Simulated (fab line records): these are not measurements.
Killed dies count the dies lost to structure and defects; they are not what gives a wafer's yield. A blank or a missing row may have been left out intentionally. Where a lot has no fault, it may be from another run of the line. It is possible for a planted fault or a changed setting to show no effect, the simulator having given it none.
fab line records || flow n5_finfet
record: {"lots": 3, "wafers": 8, "last_day": 17}
route steps=1938 shown BEOL_M5@1186 BEOL_M6@1194 BEOL_M15@1830 PASSIVATION@1936
lots with no fault: from the same line, run without faults
start_h: the number of hours between the record's first day and the start of the first shown wafer of the lot || wait_h: hours from the lot's prior step to this one || " same as the row above || L1.1+2: one row covering several wafers at once || - value missing, or start not given || * or withheld: withheld || < > ~ a bound
route shown NAME@n: a module of which the file shows steps, and the number in the route of the first || usual: mean/standard deviation of fault-free wafers || same: alike in all rows || chamber/n: place in a boat || sites: readings site by site || _std_site: standard deviation of those values || _edge_site: inner sites' mean taken away from outer sites' mean || radius_mm: for every site, how far away it sits from the centre of the wafer || mask NAME#n: copy n || behind: tool/chamber where the wafer was last shaped || hold: the reason the lot was held/the length of the hold in hours/how it ended || device: the n, p or np transistor that did not switch || end of line: tests run on the same wafers once the route is complete || step lacking rows: just its recipe || killed: the dies lost at the first sort to structure and to defects; this is not the yield of the wafer || map: dies across one wafer; x = killed, . = not, _ = none there
set.NAME: the run value of the setting; set.NAME@STEP: its run value at that earlier step || model.NAME: the simulator's own value behind a step, which no gauge read
lots seen at some steps along the route; tables by step, rows by wafer
services: when a tool's chamber went out of use (start_h, in hours from the record's first day, below 0 if earlier), for how many hours, and the reason
== steps ==
step: N5_BEOL_M5_CMP_52
recipe: {"stop_on": "SiCOH_lowk", "t_overpolish_s": 6.9, "down_force_psi": 1, "platen_rpm": 50, "clearing_platen_down_force_psi": 1.5, "clearing_platen_rpm": 50, "post_cmp_clean": "cu_alkaline", "target_thk_nm": 62, "clearing_platen_pad_velocity_m_s": 0.99484, "pad_velocity_m_s": 0.99484}
step: N5_BEOL_M5_PRE_CLEAN_77
recipe: {"gas": "NH3/H2", "time_s": 15, "temp_c": "*", "rf_power_w": 300}
step: N5_BEOL_M5_CO_CAP_78
recipe: {"material": "Co", "target_thk_a": 20, "temp_c": 200, "precursor": "CCTBA/H2", "pressure_torr": 30, "time_s": 102.1}
step: N5_BEOL_M5_PRE_CLEAN_55
recipe: {"gas": "NH3", "time_s": 15, "temp_c": "withheld", "rf_power_w": 300}
step: N5_BEOL_M5_DEP_56
recipe: {"material": "SiCN", "target_thk_a": 80, "temp_c": "withheld", "precursor": "3MS/NH3", "pressure_torr": 3, "rf_w": 202, "time_s": 14}
step: N5_BEOL_M6_ILD_DEP_00
recipe: {"material": "SiCOH_lowk", "target_thk_a": 1797.5, "temp_c": 300, "precursor": "DEMS/porogen", "pressure_torr": 5, "rf_w": 500, "time_s": 33.4}
step: N5_BEOL_M6_CURE_74
recipe: {"temp_c": 385, "time_s": 240, "ambient": "He/Ar", "material": "SiCOH_lowk"}
step: N5_BEOL_M6_PECVD_70
recipe: {"material": "SiO2", "target_thk_a": 200, "temp_c": 400, "precursor": "TEOS/O2", "pressure_torr": 5.5, "rf_w": 450, "teos_flow_sccm": 53.8, "gas": "O2", "flow_sccm": 3000, "time_s": 22.7}
step: N5_BEOL_M6_HM_DEP_02
recipe: {"material": "TiN", "target_thk_a": 200, "temp_c": 25, "chamber_pressure_pa": 0.49996}
usual: {"throttle_valve_pct": "29.7/1"}
{"lot.wafer": "L454.2", "tool": "pvd_sputter-01", "chamber": "-", "start_h": 231.42, "wait_h": 0.7, "throttle_valve_pct": 28.9, "model.TiN_of_BEOL_M6_HM_DEP_02.thk_nm": 20.2}
{"lot.wafer": "L454.4", "tool": "pvd_sputter-01", "chamber": "-", "start_h": 231.42, "wait_h": 0.7, "throttle_valve_pct": 28.7, "model.TiN_of_BEOL_M6_HM_DEP_02.thk_nm": 20.6}
{"lot.wafer": "L454.6", "tool": "pvd_sputter-01", "chamber": "-", "start_h": 231.42, "wait_h": 0.7, "throttle_valve_pct": 28.6, "model.TiN_of_BEOL_M6_HM_DEP_02.thk_nm": 20.6}
{"lot.wafer": "L457.1", "tool": "pvd_sputter-01", "chamber": "-", "start_h": 268.84, "wait_h": 1.2, "throttle_valve_pct": 28.6, "model.TiN_of_BEOL_M6_HM_DEP_02.thk_nm": 19.8}
{"lot.wafer": "L457.4", "tool": "pvd_sputter-01", "chamber": "-", "start_h": 268.84, "wait_h": 1.2, "throttle_valve_pct": 31.8, "model.TiN_of_BEOL_M6_HM_DEP_02.thk_nm": 20.2}
{"lot.wafer": "L457.6", "tool": "pvd_sputter-01", "chamber": "-", "start_h": 268.84, "wait_h": 1.2, "throttle_valve_pct": 28.5, "model.TiN_of_BEOL_M6_HM_DEP_02.thk_nm": 19.8}
{"lot.wafer": "L461.3", "tool": "pvd_sputter-01", "chamber": "-", "start_h": 301.02, "wait_h": 0.6, "throttle_valve_pct": 28.8, "model.TiN_of_BEOL_M6_HM_DEP_02.thk_nm": 26.4}
{"lot.wafer": "L461.5", "tool": "pvd_sputter-01", "chamber": "-", "start_h": 301.02, "wait_h": 0.6, "throttle_valve_pct": 31.3, "model.TiN_of_BEOL_M6_HM_DEP_02.thk_nm": 20.4}
step: N5_BEOL_M6_COAT_59
recipe: {"resist": "SOC", "temp_c": 250, "time_s": 60, "spin_rpm": 1500, "resist_thk_nm": 100}
step: N5_BEOL_M6_COAT_60
recipe: {"resist": "SiARC", "temp_c": 220, "time_s": 60, "spin_rpm": 1500, "resist_thk_nm": 35}
step: N5_BEOL_M6_COAT_05
recipe: {"resist": "CAR-ArF", "spin_rpm": 1500, "resist_thk_nm": 90}
step: N5_BEOL_M6_EBR_07
recipe: {"solvent": "PGMEA", "ebr_width_mm": 1.5}
step: N5_BEOL_M6_SOFTBAKE_06
recipe: {"temp_c": 110, "time_s": 60, "resist": "CAR-ArF"}
step: N5_BEOL_M6_EXPOSE_08
recipe: {"mask_id": "M6", "na": 1.35, "source_shape": "dipole", "sigma_inner": 0.817, "sigma_outer": 0.97, "polarization": "te", "dose_mj": 68.25}
step: N5_BEOL_M6_PEB_09
recipe: {"peb_temp_c": "withheld", "peb_time_s": 60, "resist": "CAR-ArF"}
step: N5_BEOL_M6_DEVELOP_10
recipe: {"develop_time_s": 30, "developer": "TMAH", "resist": "CAR-ArF", "rinse_liquid": "diw", "dry": "air_spin", "dev_temp_c": 23}
step: N5_BEOL_M6_DESCUM_16
recipe: {"chemistry": "O2", "time_s": 7.9, "source_power_w": 50, "bias_power_w": 20, "pressure_mtorr": 20, "rf_frequency_hz": 2.712e+07, "temp_c": 40, "resist": "CAR-ArF", "o2_flow_sccm": 225}
step: N5_BEOL_M6_ETCH_61
recipe: {"chemistry": "CF4", "target": "SiARC", "target_depth_a": 455, "mask_material": "CAR-ArF", "time_s": 75.8, "ion_energy_ev": 80, "pressure_mtorr": 40, "source_w": 545, "bias_w": 36, "Ar_flow_sccm": 100, "cf4_flow_sccm": 100, "ends": "cleared"}
step: N5_BEOL_M6_ETCH_62
recipe: {"chemistry": "N2/H2", "target": "SOC", "target_depth_a": 1100, "overetch_a": 220, "mask_material": "SiARC", "temp_c": 40, "time_s": 165, "ion_energy_ev": 200, "pressure_mtorr": 30, "source_w": 840, "bias_w": 150, "n2_flow_sccm": 200, "h2_flow_sccm": 200}
step: N5_BEOL_M6_STRIP_68
recipe: {"chemistry": "N2/H2", "temp_c": 40, "n2_flow_sccm": 200, "h2_flow_sccm": 200, "rf_frequency_hz": 6e+07}
step: N5_BEOL_M6_STRIP_67
recipe: {"chemistry": "CF4", "resist": "SiARC", "power_w": 300, "bias_power_w": 75, "pressure_mtorr": 50, "cf4_flow_sccm": 150, "rf_frequency_hz": 6e+07}
step: N5_BEOL_M6_HM_OPEN_17
recipe: {"chemistry": "Cl2/BCl3", "target_depth_a": 200, "overetch_a": 60, "target": "TiN", "mask_material": "SOC", "ion_energy_ev": 150, "pressure_mtorr": 10, "icp_w": 1000, "bias_w": 126, "Cl2_flow_sccm": 53.25, "bcl3_flow_sccm": 21.75, "Ar_flow_sccm": 25}
usual: {"drypump_motor_current_A": "5.6/0.59", "oes_product_au": "0.70/0.087", "throttle_valve_pct": "22.05/0.24"}
{"lot.wafer": "L454.2", "tool": "rie_metal-02", "chamber": 1, "start_h": 232.28, "wait_h": 0.0, "drypump_motor_current_A": 6.4, "oes_product_au": 0.75, "rf_hours_counter_h": 18, "throttle_valve_pct": 22.23, "model.etch.depth_nm": 20.25}
{"lot.wafer": "L454.4", "tool": "rie_metal-02", "chamber": 1, "start_h": 232.28, "wait_h": 0.0, "drypump_motor_current_A": 6.4, "oes_product_au": 0.76, "rf_hours_counter_h": "-", "throttle_valve_pct": 22.22, "model.etch.depth_nm": 20.57}
{"lot.wafer": "L454.6", "tool": "rie_metal-02", "chamber": 0, "start_h": 232.28, "wait_h": 0.0, "drypump_motor_current_A": 4.8, "oes_product_au": 0.52, "rf_hours_counter_h": "-", "throttle_valve_pct": 21.98, "model.etch.depth_nm": 20.62}
{"lot.wafer": "L457.1", "tool": "rie_metal-01", "chamber": 0, "start_h": 269.70, "wait_h": 0.0, "drypump_motor_current_A": 4.9, "oes_product_au": 0.69, "rf_hours_counter_h": 30, "throttle_valve_pct": 22.09, "model.etch.depth_nm": 19.88}
{"lot.wafer": "L457.4", "tool": "rie_metal-01", "chamber": 0, "start_h": 269.70, "wait_h": 0.0, "drypump_motor_current_A": 5.0, "oes_product_au": 0.70, "rf_hours_counter_h": "-", "throttle_valve_pct": 22.07, "model.etch.depth_nm": 20.28}
{"lot.wafer": "L457.6", "tool": "rie_metal-01", "chamber": 1, "start_h": 269.70, "wait_h": 0.0, "drypump_motor_current_A": 5.6, "oes_product_au": 0.66, "rf_hours_counter_h": "-", "throttle_valve_pct": 21.82, "model.etch.depth_nm": 19.85}
{"lot.wafer": "L461.3", "tool": "rie_metal-02", "chamber": 0, "start_h": 301.79, "wait_h": 0.1, "drypump_motor_current_A": 4.8, "oes_product_au": 0.94, "rf_hours_counter_h": "-", "throttle_valve_pct": 21.61, "model.etch.depth_nm": 26.2}
{"lot.wafer": "L461.5", "tool": "rie_metal-02", "chamber": 1, "start_h": 301.79, "wait_h": 0.1, "drypump_motor_current_A": 6.3, "oes_product_au": 0.72, "rf_hours_counter_h": "-", "throttle_valve_pct": 22.25, "model.etch.depth_nm": 20.45}
step: N5_BEOL_M6_STRIP_19
recipe: {"chemistry": "O2", "power_w": 400, "temp_c": 40, "pressure_mtorr": 30, "rf_frequency_hz": 6e+07, "bias_power_w": 0, "overash_fraction": 0.2, "o2_flow_sccm": 225}
step: N5_BEOL_M6_COAT_63
recipe: {"resist": "SOC", "temp_c": 250, "time_s": 60, "spin_rpm": 1500, "resist_thk_nm": 60}
step: N5_BEOL_M6_COAT_64
recipe: {"resist": "SiARC", "temp_c": 220, "time_s": 60, "spin_rpm": 1500, "resist_thk_nm": 12}
step: N5_BEOL_M6_COAT_71
recipe: {"resist": "underlayer", "temp_c": 205, "time_s": 60, "spin_rpm": 1500, "resist_thk_nm": 5}
step: N5_BEOL_M6_COAT_22
recipe: {"resist": "CAR-EUV", "spin_rpm": 1500, "resist_thk_nm": 30}
step: N5_BEOL_M6_EBR_24
recipe: {"solvent": "PGMEA", "ebr_width_mm": 1.5}
step: N5_BEOL_M6_SOFTBAKE_23
recipe: {"temp_c": 110, "time_s": 60, "resist": "CAR-EUV"}
step: N5_BEOL_M6_EXPOSE_25
recipe: {"mask_id": "V5", "na": 0.33, "source_shape": "annular", "sigma_inner": 0.4, "sigma_outer": 0.8, "polarization": "unpolarized", "target_cd_nm": 40, "dose_mj": 45}
step: N5_BEOL_M6_PEB_26
recipe: {"peb_temp_c": 100, "peb_time_s": 60, "resist": "CAR-EUV"}
step: N5_BEOL_M6_DEVELOP_27
recipe: {"develop_time_s": 30, "developer": "TMAH", "resist": "CAR-EUV", "rinse_liquid": "surfactant_rinse", "dry": "air_spin", "dev_temp_c": 23}
step: N5_BEOL_M6_TRENCH_ETCH_37
recipe: {"chemistry": "C4F6/O2", "target_depth_a": 944.35, "target": "SiCOH_lowk", "time_s": 31.5, "ion_energy_ev": 250, "pressure_mtorr": 30, "source_w": 345, "bias_w": 185, "Ar_flow_sccm": 300, "C4F6_flow_sccm": 10, "O2_flow_sccm": 10}
usual: {"drypump_motor_current_A": "5.8/0.52", "oes_product_au": "0.79/0.11", "rf_vpp_V": "666/13", "showerhead_plenum_p_Torr": "2.87/0.1", "throttle_valve_pct": "20.81/0.25"}
{"lot.wafer": "L454.2", "tool": "rie_diel-02", "chamber": 3, "start_h": "-", "wait_h": "-", "drypump_motor_current_A": 6.4, "oes_product_au": 0.71, "rf_hours_counter_h": 202, "rf_vpp_V": 654, "showerhead_plenum_p_Torr": 2.71, "throttle_valve_pct": 20.63, "model.TiN_of_BEOL_M6_HM_DEP_02.thk_nm": 17.6}
{"lot.wafer": "L454.4", "tool": "rie_diel-02", "chamber": 3, "start_h": "-", "wait_h": "-", "drypump_motor_current_A": 6.4, "oes_product_au": 0.71, "rf_hours_counter_h": "-", "rf_vpp_V": 655, "showerhead_plenum_p_Torr": 2.70, "throttle_valve_pct": 20.62, "model.TiN_of_BEOL_M6_HM_DEP_02.thk_nm": 17.8}
{"lot.wafer": "L454.6", "tool": "rie_diel-02", "chamber": 1, "start_h": "-", "wait_h": "-", "drypump_motor_current_A": 5.5, "oes_product_au": 0.70, "rf_hours_counter_h": "-", "rf_vpp_V": 658, "showerhead_plenum_p_Torr": 2.79, "throttle_valve_pct": 21.21, "model.TiN_of_BEOL_M6_HM_DEP_02.thk_nm": 18}
{"lot.wafer": "L457.1", "tool": "rie_diel-02", "chamber": 2, "start_h": "-", "wait_h": "-", "drypump_motor_current_A": 5.2, "oes_product_au": 0.94, "rf_hours_counter_h": 13, "rf_vpp_V": 662, "showerhead_plenum_p_Torr": 2.81, "throttle_valve_pct": 20.73, "model.TiN_of_BEOL_M6_HM_DEP_02.thk_nm": 17}
{"lot.wafer": "L457.4", "tool": "rie_diel-02", "chamber": 0, "start_h": "-", "wait_h": "-", "drypump_motor_current_A": 6.1, "oes_product_au": 0.89, "rf_hours_counter_h": 50, "rf_vpp_V": 674, "showerhead_plenum_p_Torr": 3.02, "throttle_valve_pct": 20.42, "model.TiN_of_BEOL_M6_HM_DEP_02.thk_nm": 17.4}
{"lot.wafer": "L457.6", "tool": "rie_diel-02", "chamber": 1, "start_h": "-", "wait_h": "-", "drypump_motor_current_A": 5.5, "oes_product_au": 0.68, "rf_hours_counter_h": "-", "rf_vpp_V": 659, "showerhead_plenum_p_Torr": 2.79, "throttle_valve_pct": 21.24, "model.TiN_of_BEOL_M6_HM_DEP_02.thk_nm": 17.2}
{"lot.wafer": "L461.3", "tool": "rie_diel-06", "chamber": 0, "start_h": "-", "wait_h": "-", "drypump_motor_current_A": 5.9, "oes_product_au": 0.71, "rf_hours_counter_h": 232, "rf_vpp_V": 690, "showerhead_plenum_p_Torr": 2.89, "throttle_valve_pct": 20.95, "model.TiN_of_BEOL_M6_HM_DEP_02.thk_nm": 23.6}
{"lot.wafer": "L461.5", "tool": "rie_diel-06", "chamber": 0, "start_h": "-", "wait_h": "-", "drypump_motor_current_A": 5.9, "oes_product_au": 0.70, "rf_hours_counter_h": "-", "rf_vpp_V": 689, "showerhead_plenum_p_Torr": 2.89, "throttle_valve_pct": 20.95, "model.TiN_of_BEOL_M6_HM_DEP_02.thk_nm": 17.8}
step: N5_BEOL_M15_RC_MEAS_101
usual: {"COMB_M10": "1.5e-11/2.9e-12", "COMB_M11": "1.51e-11/2.8e-12", "COMB_M12": "6.8e-12/1.5e-12", "COMB_M13": "5.3e-12/1.1e-12", "COMB_M14": "4e-12/8.3e-13", "COMB_M15": "2.8e-12/5.2e-13", "COMB_M5": "3.8e-11/7.9e-12", "COMB_M6": "2.6e-11/5.3e-12", "COMB_M7": "2.5e-11/4.8e-12", "COMB_M8": "2.6e-11/5.9e-12", "COMB_M9": "1.43e-11/2.5e-12", "SERP_M10": "3.05/0.092", "SERP_M11": "3.07/0.075", "SERP_M12": "0.634/0.018", "SERP_M12_max_site": "0.648/0.02", "SERP_M13": "0.308/0.0064", "SERP_M14": "0.159/0.0035", "SERP_M5": "38.7/1.9", "SERP_M5_max_site": "40.2/1.9", "SERP_M6": "13.7/0.56", "SERP_M6_max_site": "14.3/0.62", "SERP_M7": "13.7/0.54", "SERP_M8": "13.4/0.51", "SERP_M9": "3.00/0.094"}
{"lot.wafer": "L454.2", "tool": "prober-01", "chamber": 0, "start_h": 325.41, "wait_h": 0.2, "COMB_M10[S/m]": 1.21e-11, "COMB_M11[S/m]": 9.8e-12, "COMB_M12[S/m]": 6.3e-12, "COMB_M13[S/m]": 4.6e-12, "COMB_M14[S/m]": 4.3e-12, "COMB_M15[S/m]": 3.3e-12, "COMB_M5[S/m]": 2.8e-11, "COMB_M6[S/m]": 2.8e-11, "COMB_M7[S/m]": 2.6e-11, "COMB_M8[S/m]": 2e-11, "COMB_M9[S/m]": 1.34e-11, "SERP_M10[ohm/um]": 3.06, "SERP_M11[ohm/um]": 3.17, "SERP_M12[ohm/um]": 0.626, "SERP_M12_max_site[ohm/um]": 0.636, "SERP_M13[ohm/um]": 0.315, "SERP_M14[ohm/um]": 0.156, "SERP_M5[ohm/um]": 41.9, "SERP_M5_max_site[ohm/um]": 43.7, "SERP_M6[ohm/um]": 13.1, "SERP_M6_max_site[ohm/um]": 13.5, "SERP_M7[ohm/um]": 14.4, "SERP_M8[ohm/um]": 13.2, "SERP_M9[ohm/um]": 3.04}
{"lot.wafer": "L454.4", "tool": "prober-01", "chamber": 0, "start_h": 325.41, "wait_h": 0.2, "COMB_M10[S/m]": 9.7e-12, "COMB_M11[S/m]": 1.51e-11, "COMB_M12[S/m]": 5.4e-12, "COMB_M13[S/m]": 5.2e-12, "COMB_M14[S/m]": 3.5e-12, "COMB_M15[S/m]": 4.6e-12, "COMB_M5[S/m]": 3.6e-11, "COMB_M6[S/m]": 2.7e-11, "COMB_M7[S/m]": 2.2e-11, "COMB_M8[S/m]": 2.3e-11, "COMB_M9[S/m]": 1.7e-11, "SERP_M10[ohm/um]": 2.83, "SERP_M11[ohm/um]": 2.99, "SERP_M12[ohm/um]": 0.637, "SERP_M12_max_site[ohm/um]": 0.655, "SERP_M13[ohm/um]": 0.316, "SERP_M14[ohm/um]": 0.163, "SERP_M5[ohm/um]": 40.1, "SERP_M5_max_site[ohm/um]": 42.7, "SERP_M6[ohm/um]": 13.6, "SERP_M6_max_site[ohm/um]": 14.2, "SERP_M7[ohm/um]": 15.1, "SERP_M8[ohm/um]": 13.2, "SERP_M9[ohm/um]": 3.16}
{"lot.wafer": "L454.6", "tool": "prober-01", "chamber": 0, "start_h": 325.41, "wait_h": 0.2, "COMB_M10[S/m]": 1.75e-11, "COMB_M11[S/m]": 1.26e-11, "COMB_M12[S/m]": 6.3e-12, "COMB_M13[S/m]": 4e-12, "COMB_M14[S/m]": 3.4e-12, "COMB_M15[S/m]": 3.1e-12, "COMB_M5[S/m]": 3e-11, "COMB_M6[S/m]": 3e-11, "COMB_M7[S/m]": 2.2e-11, "COMB_M8[S/m]": 3.2e-11, "COMB_M9[S/m]": 1.54e-11, "SERP_M10[ohm/um]": 3.18, "SERP_M11[ohm/um]": 3.12, "SERP_M12[ohm/um]": 0.667, "SERP_M12_max_site[ohm/um]": 0.678, "SERP_M13[ohm/um]": 0.318, "SERP_M14[ohm/um]": 0.156, "SERP_M5[ohm/um]": 39.1, "SERP_M5_max_site[ohm/um]": 40.7, "SERP_M6[ohm/um]": 14.0, "SERP_M6_max_site[ohm/um]": 14.7, "SERP_M7[ohm/um]": 14.1, "SERP_M8[ohm/um]": 13.5, "SERP_M9[ohm/um]": 3.12}
{"lot.wafer": "L457.1", "tool": "prober-02", "chamber": 0, "start_h": 346.00, "wait_h": 0.0, "COMB_M10[S/m]": 1.52e-11, "COMB_M11[S/m]": 1.48e-11, "COMB_M12[S/m]": 7e-12, "COMB_M13[S/m]": 5.5e-12, "COMB_M14[S/m]": 2.9e-12, "COMB_M15[S/m]": 2.7e-12, "COMB_M5[S/m]": 2.8e-11, "COMB_M6[S/m]": 2.3e-11, "COMB_M7[S/m]": 2.4e-11, "COMB_M8[S/m]": 2.1e-11, "COMB_M9[S/m]": 1.32e-11, "SERP_M10[ohm/um]": 3.16, "SERP_M11[ohm/um]": 3.06, "SERP_M12[ohm/um]": 0.641, "SERP_M12_max_site[ohm/um]": 0.655, "SERP_M13[ohm/um]": 0.309, "SERP_M14[ohm/um]": 0.166, "SERP_M5[ohm/um]": 41.0, "SERP_M5_max_site[ohm/um]": 41.7, "SERP_M6[ohm/um]": 12.7, "SERP_M6_max_site[ohm/um]": 13.2, "SERP_M7[ohm/um]": 14.3, "SERP_M8[ohm/um]": 14.1, "SERP_M9[ohm/um]": 3.07}
{"lot.wafer": "L457.4", "tool": "prober-02", "chamber": 0, "start_h": 346.00, "wait_h": 0.0, "COMB_M10[S/m]": 1.74e-11, "COMB_M11[S/m]": 1.73e-11, "COMB_M12[S/m]": 8.3e-12, "COMB_M13[S/m]": 6.8e-12, "COMB_M14[S/m]": 2.3e-12, "COMB_M15[S/m]": 2.3e-12, "COMB_M5[S/m]": 2.9e-11, "COMB_M6[S/m]": 3.4e-11, "COMB_M7[S/m]": 2.4e-11, "COMB_M8[S/m]": 1.7e-11, "COMB_M9[S/m]": 1.68e-11, "SERP_M10[ohm/um]": 3.04, "SERP_M11[ohm/um]": 3.14, "SERP_M12[ohm/um]": 0.618, "SERP_M12_max_site[ohm/um]": 0.636, "SERP_M13[ohm/um]": 0.312, "SERP_M14[ohm/um]": 0.159, "SERP_M5[ohm/um]": 41.8, "SERP_M5_max_site[ohm/um]": 44.1, "SERP_M6[ohm/um]": 13.1, "SERP_M6_max_site[ohm/um]": 13.7, "SERP_M7[ohm/um]": 13.5, "SERP_M8[ohm/um]": 14.2, "SERP_M9[ohm/um]": 3.09}
{"lot.wafer": "L457.6", "tool": "prober-02", "chamber": 0, "start_h": 346.00, "wait_h": 0.0, "COMB_M10[S/m]": 1.32e-11, "COMB_M11[S/m]": 1.58e-11, "COMB_M12[S/m]": 7.7e-12, "COMB_M13[S/m]": 5.9e-12, "COMB_M14[S/m]": 3.6e-12, "COMB_M15[S/m]": 2.6e-12, "COMB_M5[S/m]": 2.4e-11, "COMB_M6[S/m]": 3.2e-11, "COMB_M7[S/m]": 1.7e-11, "COMB_M8[S/m]": 1.9e-11, "COMB_M9[S/m]": 1.26e-11, "SERP_M10[ohm/um]": 3.10, "SERP_M11[ohm/um]": 3.12, "SERP_M12[ohm/um]": 0.620, "SERP_M12_max_site[ohm/um]": 0.632, "SERP_M13[ohm/um]": 0.310, "SERP_M14[ohm/um]": 0.156, "SERP_M5[ohm/um]": 38.8, "SERP_M5_max_site[ohm/um]": 39.8, "SERP_M6[ohm/um]": 13.6, "SERP_M6_max_site[ohm/um]": 13.9, "SERP_M7[ohm/um]": 13.2, "SERP_M8[ohm/um]": 14.7, "SERP_M9[ohm/um]": 2.99}
{"lot.wafer": "L461.3", "tool": "prober-02", "chamber": 0, "start_h": 382.15, "wait_h": 0.6, "COMB_M10[S/m]": 1.24e-11, "COMB_M11[S/m]": 1.53e-11, "COMB_M12[S/m]": 5.2e-12, "COMB_M13[S/m]": 3.6e-12, "COMB_M14[S/m]": 2.7e-12, "COMB_M15[S/m]": 2.1e-12, "COMB_M5[S/m]": 3.9e-11, "COMB_M6[S/m]": 2.2e-11, "COMB_M7[S/m]": 2e-11, "COMB_M8[S/m]": 2.2e-11, "COMB_M9[S/m]": 1.77e-11, "SERP_M10[ohm/um]": 3.14, "SERP_M11[ohm/um]": 3.07, "SERP_M12[ohm/um]": 0.647, "SERP_M12_max_site[ohm/um]": 0.662, "SERP_M13[ohm/um]": 0.307, "SERP_M14[ohm/um]": 0.165, "SERP_M5[ohm/um]": 39.4, "SERP_M5_max_site[ohm/um]": 40.1, "SERP_M6[ohm/um]": 13.1, "SERP_M6_max_site[ohm/um]": "~33333", "SERP_M7[ohm/um]": 14.0, "SERP_M8[ohm/um]": 13.7, "SERP_M9[ohm/um]": 3.06}
{"lot.wafer": "L461.5", "tool": "prober-02", "chamber": 0, "start_h": 382.15, "wait_h": 0.6, "COMB_M10[S/m]": 1.56e-11, "COMB_M11[S/m]": 1.26e-11, "COMB_M12[S/m]": 6.2e-12, "COMB_M13[S/m]": 4.4e-12, "COMB_M14[S/m]": 2.7e-12, "COMB_M15[S/m]": 2.9e-12, "COMB_M5[S/m]": 3.3e-11, "COMB_M6[S/m]": 2.2e-11, "COMB_M7[S/m]": 2e-11, "COMB_M8[S/m]": 2.3e-11, "COMB_M9[S/m]": 1.27e-11, "SERP_M10[ohm/um]": 3.28, "SERP_M11[ohm/um]": 3.02, "SERP_M12[ohm/um]": 0.637, "SERP_M12_max_site[ohm/um]": 0.657, "SERP_M13[ohm/um]": 0.310, "SERP_M14[ohm/um]": 0.159, "SERP_M5[ohm/um]": 40.4, "SERP_M5_max_site[ohm/um]": 42.1, "SERP_M6[ohm/um]": 13.4, "SERP_M6_max_site[ohm/um]": 13.9, "SERP_M7[ohm/um]": 14.0, "SERP_M8[ohm/um]": 13.4, "SERP_M9[ohm/um]": 3.04}
step: N5_PASSIVATION_PROBE_49
usual: {"defect_limited_yield": "91.4/1.2", "killed_at_M0_to_M3": "35/11", "killed_at_M4_up": "14/6", "killed_at_contacts": "12/6.7", "killed_at_front_end": "37/9.7", "killed_at_other": "3.5/2.5", "killed_dies": "102/15", "killed_open": "67/12", "killed_short": "33/7.3", "sort_bin_5_function": "5.1/0.81", "sort_bin_6_memory": "3.2/0.65", "sort_n_pass": "1078/15", "sort_yield_pct": "91.4/1.2"}
same: {"gross_dies": 1180, "killed_at_back_side": 0, "sort_bin_4_leakage[%]": 0, "sort_bin_8_speed[%]": 0}
{"lot.wafer": "L461.3", "tool": "prober-01", "chamber": "-", "start_h": 396.96, "wait_h": 0.1, "defect_limited_yield[%]": 90.1, "killed_at_M0_to_M3": 31, "killed_at_M4_up": 28, "killed_at_contacts": 18, "killed_at_front_end": 35, "killed_at_other": 5, "killed_dies": 117, "killed_open": 70, "killed_short": 37, "sort_bin_5_function[%]": 6.4, "sort_bin_6_memory[%]": 3.1, "sort_n_pass": 1063, "sort_yield_pct[%]": 90.1}
killed by level:class
L461.3 MOL_CONTACT_COAG:geometric_particle:open=17 BEOL_M0_SAQP:geometric_particle:short=13 BEOL_M4:geometric_particle:open=12 BEOL_M6:area_open=8 GATE_CUT:geometric_particle:short=6 BEOL_M0_SAQP:geometric_particle:open=6 STI_FIN_REVEAL:geometric_particle:open=5 DUMMY_GATE:geometric_particle:open=5
== services ==
{"tool": "rie_diel-02", "chamber": 0, "start_h": 209.63, "hours": 4.7, "kind": "repair"}
{"tool": "rie_diel-02", "chamber": 2, "start_h": 215.22, "hours": 8.0, "kind": "repair"}
{"tool": "rie_diel-02", "chamber": 2, "start_h": 223.32, "hours": "-", "kind": "clean"}
{"tool": "rie_diel-02", "chamber": 2, "start_h": 223.32, "hours": "-", "kind": "consumable_replace:focus_ring"}
{"tool": "rie_diel-02", "chamber": 2, "start_h": 223.32, "hours": 17.2, "kind": "scheduled_down"}
{"tool": "rie_diel-02", "chamber": 2, "start_h": 223.32, "hours": 17.2, "kind": "vent_cycle"}
{"tool": "rie_diel-06", "chamber": "-", "start_h": 234.94, "hours": 0.5, "kind": "repair"}
{"tool": "rie_metal-02", "chamber": 0, "start_h": 244.00, "hours": "-", "kind": "clean"}
{"tool": "rie_metal-02", "chamber": 0, "start_h": 244.00, "hours": 18.0, "kind": "scheduled_down"}
{"tool": "rie_metal-02", "chamber": 0, "start_h": 244.00, "hours": 18.0, "kind": "vent_cycle"}
{"tool": "rie_diel-06", "chamber": 3, "start_h": 268.66, "hours": "-", "kind": "clean"}
{"tool": "rie_diel-06", "chamber": 3, "start_h": 268.66, "hours": "-", "kind": "consumable_replace:focus_ring"}
{"tool": "rie_diel-06", "chamber": 3, "start_h": 268.66, "hours": 20.6, "kind": "scheduled_down"}
{"tool": "rie_diel-06", "chamber": 3, "start_h": 268.66, "hours": 20.6, "kind": "vent_cycle"}
{"tool": "rie_diel-02", "chamber": 1, "start_h": 279.22, "hours": "-", "kind": "clean"}
{"tool": "rie_diel-02", "chamber": 1, "start_h": 279.22, "hours": "-", "kind": "consumable_replace:focus_ring"}
{"tool": "rie_diel-02", "chamber": 1, "start_h": 279.22, "hours": 16.4, "kind": "scheduled_down"}
{"tool": "rie_diel-02", "chamber": 1, "start_h": 279.22, "hours": 16.4, "kind": "vent_cycle"}
{"tool": "rie_diel-06", "chamber": 2, "start_h": 289.23, "hours": "-", "kind": "clean"}
{"tool": "rie_diel-06", "chamber": 2, "start_h": 289.23, "hours": "-", "kind": "consumable_replace:focus_ring"}
{"tool": "rie_diel-06", "chamber": 2, "start_h": 289.23, "hours": 18.8, "kind": "scheduled_down"}
{"tool": "rie_diel-06", "chamber": 2, "start_h": 289.23, "hours": 18.8, "kind": "vent_cycle"}
== key ==
first_sign: {"step": "N5_BEOL_M15_RC_MEAS_101", "reading": "SERP_M6_max_site", "direction": "up", "sigmas": "99+", "usual": 14.3, "struck": "~33333"}
effect none on later readings
model_effect: {"step": "N5_BEOL_M6_HM_DEP_02", "value": "TiN_of_BEOL_M6_HM_DEP_02.thk_nm", "without": 20.2, "struck": 26.4}
model_effect: {"step": "N5_BEOL_M6_HM_OPEN_17", "value": "etch.depth_nm", "without": 20.22, "struck": 26.2}
model_effect: {"step": "N5_BEOL_M6_TRENCH_ETCH_37", "value": "TiN_of_BEOL_M6_HM_DEP_02.thk_nm", "without": 17.4, "struck": 23.6}
met_at N5_BEOL_M6_HM_DEP_02
struck_wafers L461.3
onset_between 268.84 301.02
fault: {"kind": "process_parameter_drift", "tool": "pvd_sputter-01", "chamber": "-", "onset_h": 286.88, "steps": "N5_BEOL_M6_HM_DEP_02", "channel": "target_thk_a", "offset": "*", "shape": "step", "end_h": 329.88, "scope": "struck_wafers_only", "acts_in": "*", "stated": "*"}
